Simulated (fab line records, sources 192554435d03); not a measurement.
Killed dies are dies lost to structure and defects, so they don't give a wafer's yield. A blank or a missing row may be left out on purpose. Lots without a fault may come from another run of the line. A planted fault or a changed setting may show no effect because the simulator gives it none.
Split-lot experiment | flow n5_finfet | 7 lots, 39 wafers read, on a route of 1938 steps

THE SPLIT
At N5_BEOL_M4_TRENCH_ETCH_37 (etches SiOC in C4F6/O2, target depth 55.555 nm, time 29.2 s), the setting time_s was moved away from the recipe's 29.2 s on 6 of the 39 wafers read, by +32.2% to +53.7%. The other wafers ran this setting at the recipe's value.

FROM THE SPLIT TO THE READING: what the file shows between them, 13 steps
- N5_BEOL_M4_ETCH_41: etches SiCN in CH3F/O2, target depth 29.9 nm, time 52.5 s
- N5_BEOL_M4_STRIP_97: strips in N2/H2, time 10 s
- N5_BEOL_M4_OCD_MEAS_38
- N5_BEOL_M4_HM_STRIP_39: strips TiN in peroxide tin strip, target depth 25 nm, time 158 s
- N5_BEOL_M4_SRD_40: time 30 s
- N5_BEOL_M4_ECD_50: material Cu, target thk 300 nm
- N5_BEOL_M4_ANNEAL_51: time 90 s
- N5_BEOL_M4_CMP_52: polishes, stops on SiOC, t overpolish 6.8 s, target thk 40 nm
- N5_BEOL_M4_THK_MEAS_53: measures by xrf
- N5_BEOL_M4_PRE_CLEAN_60: time 15 s
- N5_BEOL_M4_CO_CAP_55: material Co, precursor CCTBA/H2, target thk 2 nm, time 102.1 s
- N5_BEOL_M4_PRE_CLEAN_56: time 15 s
- N5_BEOL_M4_DEP_57: deposits SiCN from 3MS/NH3, target thk 8 nm, time 14 s

THE READING
M4_RS, in ohm/sq, at N5_BEOL_M4_RS_MEAS_58 (measures by four-point-probe). Fault-free wafers of this fab line usually give 0.67 ohm/sq, standard deviation 0.037 ohm/sq.

wafer  | tool, chamber at the split | time_s as run, s | against the recipe | M4_RS, ohm/sq | against lot-mates on the recipe
L075.1 | rie_diel-01, 1             | 29.2             | recipe             | 0.62          | -
L075.3 | rie_diel-01, 0             | 29.2             | recipe             | 0.66          | -
L075.4 | rie_diel-01, 2             | 29.2             | recipe             | 0.62          | -
L077.1 | rie_diel-01, 1             | 29.2             | recipe             | 0.63          | -
L077.2 | rie_diel-01, 3             | 29.2             | recipe             | 0.64          | -
L077.3 | rie_diel-01, 2             | 29.2             | recipe             | 0.66          | -
L077.4 | rie_diel-01, 0             | 29.2             | recipe             | 0.62          | -
L077.5 | rie_diel-01, 2             | 29.2             | recipe             | 0.63          | -
L077.6 | rie_diel-01, 3             | 29.2             | recipe             | 0.69          | -
L078.1 | rie_diel-04, 0             | 29.2             | recipe             | 0.67          | -
L078.2 | rie_diel-04, 3             | 29.2             | recipe             | 0.80          | -
L078.3 | rie_diel-04, 1             | 29.2             | recipe             | 0.64          | -
L078.4 | rie_diel-04, 2             | 29.2             | recipe             | 0.70          | -
L078.5 | rie_diel-04, 2             | 29.2             | recipe             | 0.68          | -
L078.6 | rie_diel-04, 3             | 29.2             | recipe             | 0.80          | -
L079.1 | rie_diel-04, 3             | 29.2             | recipe             | 0.66          | -
L079.2 | rie_diel-04, 0             | 29.2             | recipe             | 0.67          | -
L079.3 | rie_diel-04, 2             | 29.2             | recipe             | 0.66          | -
L079.4 | rie_diel-04, 1             | 29.2             | recipe             | 0.64          | -
L079.5 | rie_diel-04, 3             | 29.2             | recipe             | 0.73          | -
L079.6 | rie_diel-04, 0             | 29.2             | recipe             | 0.66          | -
L082.1 | rie_diel-01, 3             | 29.2             | recipe             | 0.71          | -
L082.2 | rie_diel-01, 0             | 29.2             | recipe             | 0.62          | -
L082.3 | rie_diel-01, 1             | 29.2             | recipe             | 0.66          | -
L082.4 | rie_diel-01, 2             | 29.2             | recipe             | 0.70          | -
L082.5 | rie_diel-01, 2             | 29.2             | recipe             | 0.62          | -
L082.6 | rie_diel-01, 3             | 29.2             | recipe             | 0.69          | -
L081.1 | rie_diel-03, 2             | 29.2             | recipe             | 0.65          | -
L081.2 | rie_diel-03, 0             | 38.6             | +32.2%             | 0.43          | -0.23
L081.3 | rie_diel-03, 3             | 38.6             | +32.2%             | 0.42          | -0.24
L081.4 | rie_diel-03, 1             | 38.6             | +32.2%             | 0.41          | -0.25
L081.5 | rie_diel-03, 1             | 29.2             | recipe             | 0.68          | -
L081.6 | rie_diel-03, 0             | 29.2             | recipe             | 0.66          | -
L084.1 | rie_diel-01, 1             | 44.89            | +53.7%             | 0.32          | -0.34
L084.2 | rie_diel-01, 3             | 29.2             | recipe             | 0.70          | -
L084.3 | rie_diel-01, 0             | 29.2             | recipe             | 0.65          | -
L084.4 | rie_diel-01, 2             | 44.89            | +53.7%             | 0.33          | -0.33
L084.5 | rie_diel-01, 3             | 44.89            | +53.7%             | 0.33          | -0.33
L084.6 | rie_diel-01, 0             | 29.2             | recipe             | 0.64          | -

THE FIT
A straight line over all 39 wafers: M4_RS changes by -0.00669 ohm/sq for each +1% of time_s; r = -0.93; the points scatter about the line by 0.043 ohm/sq.
The same after taking each lot's own level away (the mean of its wafers on the recipe; 39 wafers): -0.00658 ohm/sq for each +1%; r = -0.95; scatter 0.036 ohm/sq.
On that fit, the largest move of time_s shifts the reading by 0.35 ohm/sq.
The lots' own levels span 0.633 to 0.715 ohm/sq, that is 2.2 times the standard deviation above.
So the lot-to-lot level changes the slope little: the two slopes agree.
Check: with one of the wafers moved furthest among these (+53.7%) left out of the fit, the line predicts -0.359 ohm/sq for it against its lot-mates. It came out at -0.343 ohm/sq against them.

THE WHOLE CHAIN: every reading that the file lists as answering this split, in the file's order
step                      | what it does                                                  | reading                                                                          | change (the file's fit)                | r (the file's)
N5_BEOL_M4_TRENCH_ETCH_37 | etches SiOC in C4F6/O2, target depth 55.555 nm, time 29.2 s   | BEOL_M4.feature_depth_nm (the simulator's own value, which no gauge read)        | +0.548 nm for each +1% of the setting  | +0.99
N5_BEOL_M4_TRENCH_ETCH_37 | etches SiOC in C4F6/O2, target depth 55.555 nm, time 29.2 s   | etch.depth_nm (the simulator's own value, which no gauge read)                   | +0.548 nm for each +1% of the setting  | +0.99
N5_BEOL_M4_TRENCH_ETCH_37 | etches SiOC in C4F6/O2, target depth 55.555 nm, time 29.2 s   | TiN_of_BEOL_M4_HM_DEP_02.thk_nm (the simulator's own value, which no gauge read) | -0.0221 nm for each +1% of the setting | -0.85
N5_BEOL_M4_OCD_MEAS_38    |                                                               | trench_depth_nm                                                                  | +0.548 nm for each +1% of the setting  | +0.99
N5_BEOL_M4_CMP_52         | polishes, stops on SiOC, t overpolish 6.8 s, target thk 40 nm | Cu_of_BEOL_M4_ECD_50.thk_nm (the simulator's own value, which no gauge read)     | +0.574 nm for each +1% of the setting  | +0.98
N5_BEOL_M4_THK_MEAS_53    | measures by xrf                                               | M4_THK                                                                           | +0.587 for each +1% of the setting     | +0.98
N5_BEOL_M4_RS_MEAS_58     | measures by four-point-probe                                  | M4_RS                                                                            | -0.00664 for each +1% of the setting   | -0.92

THE FILE'S OWN FIT
M4_RS changes by -0.00664 ohm/sq for each +1% of time_s, r = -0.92.
